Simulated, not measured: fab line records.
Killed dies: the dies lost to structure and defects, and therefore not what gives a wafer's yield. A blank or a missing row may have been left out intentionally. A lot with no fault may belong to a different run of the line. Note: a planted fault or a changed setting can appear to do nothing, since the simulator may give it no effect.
Matching of chambers / flow n5-finfet / 4 sister chambers for N5_BEOL_M4_DESCUM_16 on rie-diel-02
The step chemistry O2, time 7 s. 14 wafers are shown with their chamber, then 7 later ones without.

== WAFERS PAIRED WITH THEIR CHAMBERS ==
wafer=L075.3; chamber=0; showerhead-plenum-p-Torr (Torr)=2.04; oes-product-au (a.u.)=0.86; rf-vpp-V (V)=243.5
wafer=L075.4; chamber=3; showerhead-plenum-p-Torr (Torr)=2.10; oes-product-au (a.u.)=0.81; rf-vpp-V (V)=243.3
wafer=L075.6; chamber=3; showerhead-plenum-p-Torr (Torr)=2.10; oes-product-au (a.u.)=0.81; rf-vpp-V (V)=244.1
wafer=L078.1; chamber=0; showerhead-plenum-p-Torr (Torr)=2.04; oes-product-au (a.u.)=0.84; rf-vpp-V (V)=242.5
wafer=L078.5; chamber=0; showerhead-plenum-p-Torr (Torr)=2.04; oes-product-au (a.u.)=0.83; rf-vpp-V (V)=242.4
wafer=L078.6; chamber=3; showerhead-plenum-p-Torr (Torr)=2.10; oes-product-au (a.u.)=0.80; rf-vpp-V (V)=243.2
wafer=L082.2; chamber=2; showerhead-plenum-p-Torr (Torr)=2.24; oes-product-au (a.u.)=0.86; rf-vpp-V (V)=244.9
wafer=L082.3; chamber=3; showerhead-plenum-p-Torr (Torr)=2.10; oes-product-au (a.u.)=0.79; rf-vpp-V (V)=242.6
wafer=L082.6; chamber=1; showerhead-plenum-p-Torr (Torr)=2.16; oes-product-au (a.u.)=0.70; rf-vpp-V (V)=244.2
wafer=L081.3; chamber=1; showerhead-plenum-p-Torr (Torr)=2.16; oes-product-au (a.u.)=0.70; rf-vpp-V (V)=244.1
wafer=L081.4; chamber=3; showerhead-plenum-p-Torr (Torr)=2.10; oes-product-au (a.u.)=0.79; rf-vpp-V (V)=243.8
wafer=L081.5; chamber=3; showerhead-plenum-p-Torr (Torr)=2.10; oes-product-au (a.u.)=0.80; rf-vpp-V (V)=243.2
wafer=L084.1; chamber=0; showerhead-plenum-p-Torr (Torr)=2.03; oes-product-au (a.u.)=0.82; rf-vpp-V (V)=240.8
wafer=L084.3; chamber=2; showerhead-plenum-p-Torr (Torr)=2.24; oes-product-au (a.u.)=0.87; rf-vpp-V (V)=245.4

SIGNATURES (means of the wafers above)
reading=showerhead-plenum-p-Torr; chamber 0=2.0375; chamber 1=2.1600; chamber 2=2.2400; chamber 3=2.1000; scatter within a chamber=0.00274
reading=oes-product-au; chamber 0=0.8375; chamber 1=0.7000; chamber 2=0.8650; chamber 3=0.8000; scatter within a chamber=0.0115
reading=rf-vpp-V; chamber 0=242.300; chamber 1=244.150; chamber 2=245.150; chamber 3=243.367; scatter within a chamber=0.724
Rule: for each reading, subtract the chamber's mean from the wafer's reading, divide by that reading's scatter and square the result; add these up over the readings and take the root, which gives the wafer's distance from the chamber. The wafer belongs to the nearest chamber; if the next one is less than 2 further off, it can't be placed. The scatter: take each reading less its chamber's mean, square it, sum over the shown wafers, divide by the number of wafers less the number of chambers, and take the root.

== WAFERS WITH NO CHAMBER GIVEN ==
wafer=L084.5; showerhead-plenum-p-Torr (Torr)=2.15; oes-product-au (a.u.)=0.70; rf-vpp-V (V)=243.5
wafer=L091.2; showerhead-plenum-p-Torr (Torr)=2.03; oes-product-au (a.u.)=0.81; rf-vpp-V (V)=242.2
wafer=L091.5; showerhead-plenum-p-Torr (Torr)=2.09; oes-product-au (a.u.)=0.77; rf-vpp-V (V)=244.2
wafer=L091.6; showerhead-plenum-p-Torr (Torr)=2.03; oes-product-au (a.u.)=0.80; rf-vpp-V (V)=242.1
wafer=L097.2; showerhead-plenum-p-Torr (Torr)=2.23; oes-product-au (a.u.)=0.82; rf-vpp-V (V)=244.1
wafer=L097.3; showerhead-plenum-p-Torr (Torr)=2.02; oes-product-au (a.u.)=0.78; rf-vpp-V (V)=243.1
wafer=L097.5; showerhead-plenum-p-Torr (Torr)=2.08; oes-product-au (a.u.)=0.76; rf-vpp-V (V)=242.3

== EACH ONE'S CHAMBER ==
wafer=L084.5; from the rows above=1; in truth=1
wafer=L091.2; from the rows above=0; in truth=0
wafer=L091.5; from the rows above=3; in truth=3
wafer=L091.6; from the rows above=0; in truth=0
wafer=L097.2; from the rows above=2; in truth=2
wafer=L097.3; from the rows above=0; in truth=0
wafer=L097.5; from the rows above=3; in truth=3
7 of 7 placed correctly. Can't be placed from these rows: 0. Placed wrongly: 0.
